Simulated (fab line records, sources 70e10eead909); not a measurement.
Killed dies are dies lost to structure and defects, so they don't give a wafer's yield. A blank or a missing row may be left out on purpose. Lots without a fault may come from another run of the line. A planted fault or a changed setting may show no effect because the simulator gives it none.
A struck lot beside a sound one | flow nand_harc | 14 steps out of a route of 1302
Sound: wafers L936.3, L936.4, L936.5. Struck: wafers L932.2, L932.3, L932.4. The cause comes at the end.
At each step with rows: each side's tool, then ch and its chambers, then its first start. Under that, the readings that differ: sound wafers | struck wafers | difference of the means | sigmas: that difference in standard deviations of wafers without a fault.
alike: readings whose means differ by less than 2 such deviations, and words and numbers that are the same on both sides. not compared: withheld readings, readings that some wafer has no value for, bounds like >300 that may hide the same value, and numbers for which the record gives no deviation and whose values overlap.
The two part at a step that has a row with sigmas, a row that says differs or no value, or rows on one side only. Numbers that don't overlap but have no deviation are shown without sigmas and don't part them. A reading that every wafer of one side lacks parts them only if that side has two wafers or more.

NHARC_P_CONTACT_PVD_32: deposits Ti, target thk 5 nm, time 17.7 s.
  sound on pvd_sputter-01; struck on pvd_sputter-03
  reading                | sound          | struck         | difference | sigmas
  throttle_valve_pct (%) | 29.2 32.3 32.2 | 29.3 29.9 28.3 | -2.1       | -2
  alike: substrate_temp_c
NHARC_P_CONTACT_ALD_22: deposits TiN, target thk 3 nm, pulse time 1 s, ald cycles 150.
  sound on ald_metal-02 ch 1,2,3, day 12 04:26; struck on ald_metal-03 ch 0,1,3, day 10 12:16
  reading            | sound       | struck         | difference | sigmas
  heater_power_w (W) | 991 879 929 | 1213 1046 1584 | +348       | +2
  alike: precursor_pulse_height_rel, susceptor_temp_C
  not compared: since_wet_clean_h
NHARC_P_CONTACT_CVD_23: deposits W, target thk 200 nm, time 557 s.
  sound on cvd_w-01 ch 0,1; struck on cvd_w-01 ch 0,1
  alike: heater_power_w, susceptor_temp_C, throttle_valve_pct
  not compared: since_wet_clean_h
NHARC_P_CONTACT_CMP_24: polishes, t overpolish 30 s, target thk 200 nm.
  sound on cmp-01 ch 2,3, day 12 05:17; struck on cmp-03 ch 0,1,2, day 10 13:08
  alike: motor_current_A, overpolish_run_s, time_to_endpoint_s
then, 1 step without rows for these wafers: NHARC_P_CONTACT_SRD_26.
NHARC_P_CONTACT_INSPECT_27:
  sound on defect_inspect-01, day 12 05:41; struck on defect_inspect-01, day 10 13:33
  alike: raw_defect_count
then, 5 steps without rows for these wafers: NHARC_P_M0_DEP_00 (deposits SiOC, target thk 150 nm); NHARC_P_M0_DEHYDRATE_01 (time 120 s); NHARC_P_M0_HMDS_02 (time 30 s); NHARC_P_M0_COAT_33 (time 65 s); NHARC_P_M0_COAT_03 (resist thk 90 nm).
NHARC_P_M0_SOFTBAKE_04: time 55 s.
  sound on litho_track-04 ch 0, day 12 06:00; struck on litho_track-01 ch 0, day 10 14:00
  reading                  | sound                | struck               | difference | sigmas
  heater_power_total_W (W) | 188.44 188.42 188.52 | 186.11 185.95 185.99 | -2.44      | -17
  alike: chill_plate_temp_C, exhaust_pa
then, 1 step without rows for these wafers: NHARC_P_M0_EBR_05.
-- the record jumps here: 18 days lie between the struck wafers' starts before and after (it left off in module P_M0 and takes up again in module END, whose first step shown is number 1302 of the route) --
NHARC_END_SORT_01:
  sound on prober-01 ch 0, day 30 16:31; struck on prober-02 ch 0, day 28 11:40
  reading     | sound | struck | difference | sigmas
  killed_open | 7 9 6 | 0 5 2  | -5         | -2
  alike: defect_limited_yield, killed_at_array, killed_at_other, killed_at_periphery, killed_dies, killed_short

WHERE THEY PART
First at NHARC_P_CONTACT_PVD_32; last, within this record, at NHARC_END_SORT_01.

WHY: what the simulator had put in
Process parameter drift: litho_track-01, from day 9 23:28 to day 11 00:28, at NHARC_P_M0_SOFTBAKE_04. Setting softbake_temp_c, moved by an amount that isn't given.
